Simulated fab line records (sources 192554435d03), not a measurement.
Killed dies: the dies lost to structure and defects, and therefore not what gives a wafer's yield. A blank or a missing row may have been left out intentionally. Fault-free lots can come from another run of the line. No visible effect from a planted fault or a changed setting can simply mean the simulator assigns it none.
fab line records    flow n5-finfet
[record] lots = 4  wafers = 12  last-day = 17
route steps=1938 shown BEOL_M4@1099 BEOL_M5@1112 BEOL_M11@1593 PASSIVATION@1936
lots that met no fault: from a run of the same line without faults
start-h: hours from the record's opening day to when the first of the lot's shown wafers began    wait-h: hours since the lot's step before    " as in the row above    L1.1+2: a single row standing in for several wafers    - no value, or no start was given    * or withheld: withheld    < > ~ a bound
route shown NAME@n: names a module that has steps shown in the file, with the first one's number in the route    usual: the fault-free wafers' mean and standard deviation    same: alike in all rows    chamber/n: place in a boat    sites: readings site by site    _std_site: the values' standard deviation    _edge_site: outer sites' mean less inner sites'    radius-mm: for every site, how far away it sits from the centre of the wafer    mask NAME#n: copy n    behind: the last tool/chamber to shape the wafer    hold: cause of the lot's hold/its duration in hours/its outcome    device: transistor that didn't switch, given as n, p or np    end of line: tests run on the same wafers once the route is complete    step lacking rows: just its recipe    killed: at the first sort, the dies lost to defects and structure; wafer yield is something else    map: the dies of a wafer, with x for killed, . for not killed, _ for no die there
set.NAME: setting as actually run; set.NAME@STEP: the setting as run at that earlier step    model.NAME: the simulator's own value behind a step, which no gauge read
lots at some steps of the route; a table a step, a row a wafer
[[steps]]
[step N5_BEOL_M4_ANNEAL_95]
[recipe] temp-c = 400  time-s = 240  ambient = vacuum
[step N5_BEOL_M4_SPUTTER_96]
[recipe] material = Cu  target-thk-a = 45  temp-c = -20  chamber-pressure-pa = 0.07  power-w = withheld  time-s = 8.29
[step N5_BEOL_M4_ECD_50]
[recipe] material = Cu  target-thk-a = 3000
[step N5_BEOL_M4_ANNEAL_51]
[recipe] temp-c = 225  time-s = 90  ambient = N2
[step N5_BEOL_M4_CMP_52]
[recipe] stop-on = SiOC  t-overpolish-s = 6.8  down-force-psi = 1  platen-rpm = 50  clearing-platen-down-force-psi = 1.5  clearing-platen-rpm = 50  post-cmp-clean = cu-alkaline  target-thk-nm = 40  clearing-platen-pad-velocity-m-s = 0.99484  pad-velocity-m-s = 0.99484
[step N5_BEOL_M4_PRE_CLEAN_60]
[recipe] gas = NH3/H2  time-s = 15  temp-c = *  rf-power-w = 300
[step N5_BEOL_M4_CO_CAP_55]
[recipe] material = Co  target-thk-a = 20  temp-c = 200  precursor = CCTBA/H2  pressure-torr = 30  time-s = 102.1
[step N5_BEOL_M4_PRE_CLEAN_56]
[recipe] gas = NH3  time-s = 15  temp-c = withheld  rf-power-w = 300
[step N5_BEOL_M4_DEP_57]
[recipe] material = SiCN  target-thk-a = 80  temp-c = withheld  precursor = 3MS/NH3  pressure-torr = 3  rf-w = 202  time-s = 14
[step N5_BEOL_M4_RC_MEAS_101]
[usual] DIBL_N = 36.5/2  DIBL_P = 36.5/2.3  IOFF_N = 0.16/0.036  IOFF_P = 0.21/0.037  ION_N = 672/12  ION_P = 459/7.1  SS_N = 71.6/0.73  SS_P = 73.4/0.76  VT_N = 250/3.3  VT_P = -250.5/2.9
lot.wafer  tool       chamber  start-h  wait-h  DIBL_N[mV/V]  DIBL_P[mV/V]  IOFF_N[nA/um]  IOFF_P[nA/um]  ION_N[uA/um]  ION_P[uA/um]  SS_N[mV/dec]  SS_P[mV/dec]  VT_N[mV]  VT_P[mV]
L743.2     prober-01  0        195.08   0.2     33.8          33.6          0.12           0.17           663           459           70.6          72.7          254       -252.6
L743.3     "          0        "        "       33.8          33.8          0.13           0.18           676           461           70.0          73.0          251       -252.3
L743.6     "          0        "        "       34.6          33.9          0.13           0.17           670           459           70.1          73.0          255       -252.6
L742.3     prober-01  0        199.73   0.3     36.9          35.4          0.15           0.18           661           446           71.9          73.3          252       -254.4
L742.4     "          0        "        "       34.8          33.5          0.12           0.17           655           448           70.8          72.5          253       -254.3
L742.5     "          0        "        "       39.9          40.3          0.22           0.28           683           467           71.9          74.7          245       -246.8
L759.1     prober-01  0        297.09   0.1     36.4          36.7          0.16           0.22           673           460           71.3          73.1          250       -250.8
L759.2     "          0        "        "       39.6          40.7          0.24           0.29           696           467           72.8          74.5          242       -244.7
L759.3     "          0        "        "       34.6          35.0          0.13           0.18           672           457           71.8          72.6          252       -252.3
L758.1     prober-02  0        297.75   0.0     35.9          35.4          0.14           0.17           673           456           71.2          73.2          253       -256.2
L758.2     "          0        "        "       36.1          36.0          0.13           0.18           663           453           71.7          72.7          254       -255.0
L758.5     "          0        "        "       37.2          37.3          0.16           0.20           682           459           71.3          73.0          251       -253.5
[step N5_BEOL_M5_ILD_DEP_00]
[recipe] material = SiCOH_lowk  target-thk-a = 1406.4  temp-c = 300  precursor = DEMS/porogen  pressure-torr = 5  rf-w = 500  time-s = 25.9
[step N5_BEOL_M5_CURE_79]
[recipe] temp-c = 385  time-s = 240  ambient = He/Ar  material = SiCOH_lowk
[step N5_BEOL_M5_PECVD_70]
[recipe] material = SiO2  target-thk-a = 160  temp-c = 400  precursor = TEOS/O2  pressure-torr = 5.5  rf-w = 450  teos-flow-sccm = 53.8  gas = O2  flow-sccm = 3000  time-s = 18
[step N5_BEOL_M5_HM_DEP_02]
[recipe] material = TiN  target-thk-a = 200  temp-c = 25  chamber-pressure-pa = 0.49996
[step N5_BEOL_M5_COAT_59]
[recipe] resist = SOC  temp-c = 250  time-s = 60  spin-rpm = 1500  resist-thk-nm = 60
[step N5_BEOL_M5_COAT_60]
[recipe] resist = SiARC  temp-c = 220  time-s = 60  spin-rpm = 1500  resist-thk-nm = 12
[step N5_BEOL_M5_COAT_71]
[recipe] resist = underlayer  temp-c = 205  time-s = 60  spin-rpm = 1500  resist-thk-nm = 5
[step N5_BEOL_M5_COAT_05]
[recipe] resist = CAR-EUV  spin-rpm = 1500  resist-thk-nm = 30
[step N5_BEOL_M5_EBR_07]
[recipe] solvent = PGMEA  ebr-width-mm = 1.5
[step N5_BEOL_M5_SOFTBAKE_06]
[recipe] temp-c = 110  time-s = 60  resist = CAR-EUV
[step N5_BEOL_M5_EXPOSE_08]
[recipe] mask-id = M5  na = 0.33  source-shape = annular  sigma-inner = 0.4  sigma-outer = 0.8  polarization = unpolarized  target-cd-nm = 28  dose-mj = 35.75
[step N5_BEOL_M5_PEB_09]
[recipe] peb-temp-c = 100  peb-time-s = 60  resist = CAR-EUV
[step N5_BEOL_M5_DEVELOP_10]
[recipe] develop-time-s = 30  developer = TMAH  resist = CAR-EUV  rinse-liquid = surfactant-rinse  dry = air-spin  dev-temp-c = 23
[step N5_BEOL_M5_DESCUM_16]
[recipe] chemistry = O2  time-s = 7  source-power-w = 50  bias-power-w = 20  pressure-mtorr = 20  rf-frequency-hz = 2.712e+07  temp-c = 40  resist = CAR-EUV  o2-flow-sccm = 225
[step N5_BEOL_M5_ETCH_72]
[recipe] chemistry = N2/H2  target = underlayer  target-depth-a = 65  mask-material = CAR-EUV  time-s = 5.2  ion-energy-ev = 200  pressure-mtorr = 30  source-w = 840  bias-w = 150  n2-flow-sccm = 200  h2-flow-sccm = 200  ends = cleared
[step N5_BEOL_M5_ETCH_61]
[recipe] chemistry = CF4  target = SiARC  target-depth-a = 156  mask-material = CAR-EUV  time-s = 26  ion-energy-ev = 80  pressure-mtorr = 40  source-w = 545  bias-w = 36  Ar_flow_sccm = 100  cf4-flow-sccm = 100  ends = cleared
[step N5_BEOL_M5_ETCH_62]
[recipe] chemistry = N2/H2  target = SOC  target-depth-a = 750  overetch-a = 150  mask-material = SiARC  temp-c = 40  time-s = 112.5  ion-energy-ev = 200  pressure-mtorr = 30  source-w = 840  bias-w = 150  n2-flow-sccm = 200  h2-flow-sccm = 200
[step N5_BEOL_M5_STRIP_63]
[recipe] chemistry = N2/H2  temp-c = 40  n2-flow-sccm = 200  h2-flow-sccm = 200  rf-frequency-hz = 6e+07
[step N5_BEOL_M5_STRIP_73]
[recipe] chemistry = N2/H2  temp-c = 40  n2-flow-sccm = 200  h2-flow-sccm = 200  rf-frequency-hz = 6e+07
[step N5_BEOL_M5_STRIP_64]
[recipe] chemistry = CF4  resist = SiARC  power-w = 300  bias-power-w = 75  pressure-mtorr = 50  cf4-flow-sccm = 150  rf-frequency-hz = 6e+07
[step N5_BEOL_M5_HM_OPEN_17]
[recipe] chemistry = Cl2/BCl3  target-depth-a = 200  overetch-a = 60  target = TiN  mask-material = SOC  ion-energy-ev = 150  pressure-mtorr = 10  icp-w = 1000  bias-w = 126  Cl2_flow_sccm = 53.25  bcl3-flow-sccm = 21.75  Ar_flow_sccm = 25
[step N5_BEOL_M5_STRIP_19]
[recipe] chemistry = O2  power-w = 400  temp-c = 40  pressure-mtorr = 30  rf-frequency-hz = 6e+07  bias-power-w = 0  overash-fraction = 0.2  o2-flow-sccm = 225
[step N5_BEOL_M5_COAT_65]
[recipe] resist = SOC  temp-c = 250  time-s = 60  spin-rpm = 1500  resist-thk-nm = 60
[step N5_BEOL_M5_COAT_66]
[recipe] resist = SiARC  temp-c = 220  time-s = 60  spin-rpm = 1500  resist-thk-nm = 12
[step N5_BEOL_M11_SPUTTER_48]
[recipe] material = Cu  target-thk-a = 120  temp-c = -20  bias-v = 60  power-w = 26000  chamber-pressure-pa = 0.13  time-s = 2
[usual] throttle-valve-pct = 29.9/0.87
lot.wafer  tool            chamber  start-h  wait-h  throttle-valve-pct
L742.3     pvd-sputter-03  -        263.30   0.1     30.9
L742.4     "               -        "        "       30.7
L742.5     "               -        "        "       29.9
L743.2     pvd-sputter-03  -        263.38   0.1     30.9
L743.3     "               -        "        "       30.2
L743.6     "               -        "        "       30.8
L758.1     pvd-sputter-03  -        366.19   0.1     30.7
L758.2     "               -        "        "       31.0
L758.5     "               -        "        "       30.0
L759.1     pvd-sputter-03  -        366.51   0.1     31.0
L759.2     "               -        "        "       30.1
L759.3     "               -        "        "       30.9
[step N5_PASSIVATION_PROBE_49]
[usual] defect-limited-yield = 91.4/1.4  killed_at_M0_to_M3 = 33/11  killed_at_M4_up = 13/5.3  killed-at-contacts = 13/6.1  killed-at-front-end = 40/11  killed-at-other = 2.9/2.7  killed-dies = 102/17  killed-on-rim = 14/4.2  killed-open = 68/13  killed-short = 32/7.5  sort_bin_5_function = 5.1/0.98  sort_bin_6_memory = 3.2/0.69  sort-n-pass = 1077/21  sort-yield-pct = 91.3/1.7
[same] gross-dies = 1180  killed-at-back-side = 0  sort_bin_4_leakage[%] = 0  sort_bin_8_speed[%] = 0
lot.wafer  tool       chamber  start-h  wait-h  defect-limited-yield[%]  killed_at_M0_to_M3  killed_at_M4_up  killed-at-contacts  killed-at-front-end  killed-at-other  killed-dies  killed-on-rim  killed-open  killed-short  sort_bin_5_function[%]  sort_bin_6_memory[%]  sort-n-pass  sort-yield-pct[%]
L743.6     prober-02  -        316.42   0.3     77.3                     51                  151              12                  52                   2                268          42             94           29            14.3                    8.2                   912          77.3
L742.3     prober-02  -        316.87   0.1     92.1                     29                  10               7                   44                   3                93           12             67           23            4.7                     2.9                   1087         92.1
L742.4     prober-02  -        316.92   0.2     76.8                     42                  176              13                  41                   2                274          48             73           40            14.2                    8.7                   906          76.8
L742.5     prober-02  -        316.97   0.2     91.7                     40                  12               10                  34                   2                98           13             59           39            4.9                     3.0                   1082         91.7
L758.1     prober-01  -        408.97   0.0     92.3                     34                  9                18                  21                   9                91           10             68           22            4.6                     3.1                   1089         92.3
L758.2     prober-01  -        409.02   0.1     90.3                     53                  9                16                  33                   4                115          18             84           30            5.3                     4.2                   1065         90.3
L758.5     prober-01  -        409.17   0.2     90.4                     45                  20               21                  26                   1                113          11             82           28            6.1                     3.3                   1067         90.4
L759.1     prober-02  -        411.20   0.0     91.9                     20                  9                10                  55                   1                95           12             58           34            4.2                     3.3                   1085         91.9
L759.2     prober-02  -        411.25   0.1     91.4                     35                  8                13                  37                   8                101          7              63           37            5.3                     3.0                   1079         91.4
L759.3     prober-02  -        411.30   0.1     91.9                     34                  15               13                  29                   4                95           13             61           34            4.6                     3.1                   1085         91.9
// killed by level:class
L743.6 BEOL_M11:interface-void-opened=145 STI_FIN_REVEAL:geometric-particle:open=18 BEOL_M0_SAQP:geometric-particle:open=14 BEOL_M2:geometric-particle:open=14 MOL_CONTACT_COAG:geometric-particle:open=11 BEOL_M3:geometric-particle:open=7 FIN_SAQP:geometric-particle:open=6 GATE_CUT:geometric-particle:short=6
L742.3 STI_FIN_REVEAL:geometric-particle:open=8 BEOL_M0_SAQP:geometric-particle:open=8 BEOL_M3:geometric-particle:open=7 MOL_CONTACT_COAG:geometric-particle:open=6 BEOL_M1:geometric-particle:open=5 GATE_CUT:geometric-particle:short=5 BEOL_M2:geometric-particle:open=5 FIN_SAQP:geometric-particle:open=4
L742.4 BEOL_M11:interface-void-opened=159 MOL_CONTACT_COAG:geometric-particle:open=12 STI_FIN_REVEAL:geometric-particle:open=11 BEOL_M0_SAQP:geometric-particle:open=11 BEOL_M0_SAQP:geometric-particle:short=9 BEOL_M4:geometric-particle:open=8 FIN_SAQP:geometric-particle:open=7 FIN_SAQP:geometric-particle:short=5
L742.5 BEOL_M0_SAQP:geometric-particle:open=11 BEOL_M0_SAQP:geometric-particle:short=10 FIN_SAQP:geometric-particle:open=8 BEOL_M3:geometric-particle:open=8 MOL_CONTACT_COAG:geometric-particle:open=7 FIN_SAQP:geometric-particle:short=6 STI_FIN_REVEAL:geometric-particle:open=6 BEOL_M1:geometric-particle:open=5
L758.1 MOL_CONTACT_COAG:geometric-particle:open=17 STI_FIN_REVEAL:geometric-particle:open=9 BEOL_M0_SAQP:geometric-particle:open=9 BEOL_M0_SAQP:geometric-particle:short=6 PASS1_CAP:geometric-particle:open=6 BEOL_M1:geometric-particle:open=5 BEOL_M2:geometric-particle:open=4 BEOL_M3:geometric-particle:open=4
L758.2 BEOL_M2:geometric-particle:open=14 MOL_CONTACT_COAG:geometric-particle:open=12 BEOL_M1:geometric-particle:open=12 STI_FIN_REVEAL:geometric-particle:open=11 BEOL_M0_SAQP:geometric-particle:open=10 BEOL_M0_SAQP:geometric-particle:short=8 DUMMY_GATE:geometric-particle:open=5 BEOL_M3:geometric-particle:open=4
L758.5 MOL_CONTACT_COAG:geometric-particle:open=17 BEOL_M4:geometric-particle:open=11 BEOL_M0_SAQP:geometric-particle:short=9 BEOL_M1:geometric-particle:open=9 BEOL_M2:geometric-particle:open=8 BEOL_M0_SAQP:geometric-particle:open=7 BEOL_M3:geometric-particle:open=6 STI_FIN_REVEAL:geometric-particle:open=5
L759.1 FIN_SAQP:geometric-particle:open=16 FIN_SAQP:geometric-particle:short=11 MOL_CONTACT_COAG:geometric-particle:open=9 DUMMY_GATE:geometric-particle:open=8 BEOL_M1:geometric-particle:open=6 BEOL_M0_SAQP:geometric-particle:short=5 STI_FIN_REVEAL:geometric-particle:open=4 BEOL_M0_SAQP:geometric-particle:open=4
L759.2 BEOL_M1:geometric-particle:open=16 MOL_CONTACT_COAG:geometric-particle:open=12 FIN_SAQP:geometric-particle:short=11 FIN_SAQP:geometric-particle:open=8 STI_FIN_REVEAL:geometric-particle:open=7 STI_FIN_REVEAL:geometric-particle:short=5 PASS1_CAP:geometric-particle:short=5 BEOL_M1:geometric-particle:short=4
L759.3 BEOL_M1:geometric-particle:open=11 FIN_SAQP:geometric-particle:short=9 BEOL_M2:geometric-particle:open=9 MOL_CONTACT_COAG:geometric-particle:open=8 BEOL_M4:geometric-particle:open=7 FIN_SAQP:geometric-particle:open=6 BEOL_M0_SAQP:geometric-particle:open=6 MOL_CONTACT_COAG:geometric-particle:short=5
// map L742.4 (x killed, . not)
_________________.....xx..xx.________________
______________xxxx....xxx..x.xx._____________
___________....x....x......xx....x.__________
__________....x..x.............xx..x_________
________xx.x..x..x.......x.xxx.x...xx._______
_______x...............x......x.......x______
______...x......x..xx..xx.x............._____
_____...x.xx.xxx...x......x....x..x.x....____
____.x...x.........x...x........x...xx..x.___
___....x..x.............x...x.....x.x...x..__
___..x.x.........x.......x....x.......xx..x__
__xx............xxx.xx..........x...x...x..._
__x.............x.......xx......x..........._
_....x..x..x........x............x.....x.....
_.xx...x..x..x..x........x....x..x...........
_....x...xxx..........x....x....xx......x....
_.....x.xx..x...x.x.....xx........xx.x.xx..x.
_.x......x......x....x..xx..x......x....xx.x.
_...x....xx..x.......x.......x....x....x.xx.x
_.x..x...............................x....xx.
_x..x.x.x.x...xx.x..........xx....x.......x..
__...x...x..........x.....xx..xx.xxx.......x_
__..x.x...xx..............xx....x.x......x.x_
___x.......x..x.x.....x............xx.x....__
___x....xx.x...x..x...x.....x....x.x..x...x__
____.x.xx.x....xx...............x.........___
_____..x.................x.........x..x..____
______.x....xx......x..x.x.........xx..x_____
_______...x.x........x..........x..xx.x______
________xx...x.......xx..xxx..xxx....x_______
__________.x.....x..............xx.x_________
___________.........xx..x.x...x...x__________
______________xx...x.x.....x.xx._____________
_________________.x..x.....x.________________
// map L743.6 (x killed, . not)
_________________.........x..________________
______________x..............x.._____________
___________.xx.x.xx...x.....xxx..x.__________
__________..x.........x.xx...xx...xx_________
________.xx.x.........x.....x.x..xx..._______
_______x..x..xxx....xxx.x..............______
______x..x.x.x.....x......x..........x.._____
_____.x.....x....x...x......x...x.xx...x.____
____........x..x.....x....xx...x.x...xx...___
___....xxx............x.x....x.......x.....__
___x......x...x.x.x......x..........x..x...__
__.x..x...x.xx...........x.xxxx.xx.x..xx..x._
__.xx.....x..xx...xxx..........x....xx......_
_.xx.....x....xx.xx.x........xxx......x......
_xx.........x...x.......x.x.x..............x.
_.xx..........................x..........x.xx
_..x...x..x...x..x........x.x.............x.x
_..x.x........x.x..x.......xx.x........x.....
_..x.x.......x.......x.........x.xx.x.....x.x
_x..x.......x......x......x........x.....xx.x
_x.....x.xx.............x.x..........xx...xxx
__.x....x........xx.....x.......x.x...x..xx._
__..........xx...x....x................x.x.._
___.x..x.....xx..x....x........xx..x.x....x__
___......x.......x.x.x.....xx......x..x...x__
____x...x..xx...x..........x.........x.x.x___
_____..xxx....x.x........x....x.x..x.....____
______..x.xx............x...........xx.._____
_______.....x..xx..x........x.x...x.x..______
________.................x.........xx._______
__________xx.........x.x...xx......x_________
___________.........x.x..x...x.....__________
______________.............xx..x_____________
_________________..xx..x..x..________________
[[key]]
[first-sign] step = N5_PASSIVATION_PROBE_49  reading = killed_at_M4_up  direction = up  sigmas = 28  usual = 13  struck = 164
[effect] step = N5_PASSIVATION_PROBE_49  reading = defect-limited-yield  direction = down  sigmas = 10  usual = 91.4  struck = 77.0
[more-kills-born-at] N5_BEOL_M11_SPUTTER_48@pvd-sputter-03 = 304
met-at N5_BEOL_M11_SPUTTER_48
struck-wafers L742.4,L743.6
[fault] kind = process-parameter-drift  tool = pvd-sputter-03  chamber = -  onset-h = 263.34  steps = N5_BEOL_M11_SPUTTER_48  channel = time-s  offset = *  shape = step  end-h = 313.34  scope = struck-wafers-only  acts-in = *  stated = *
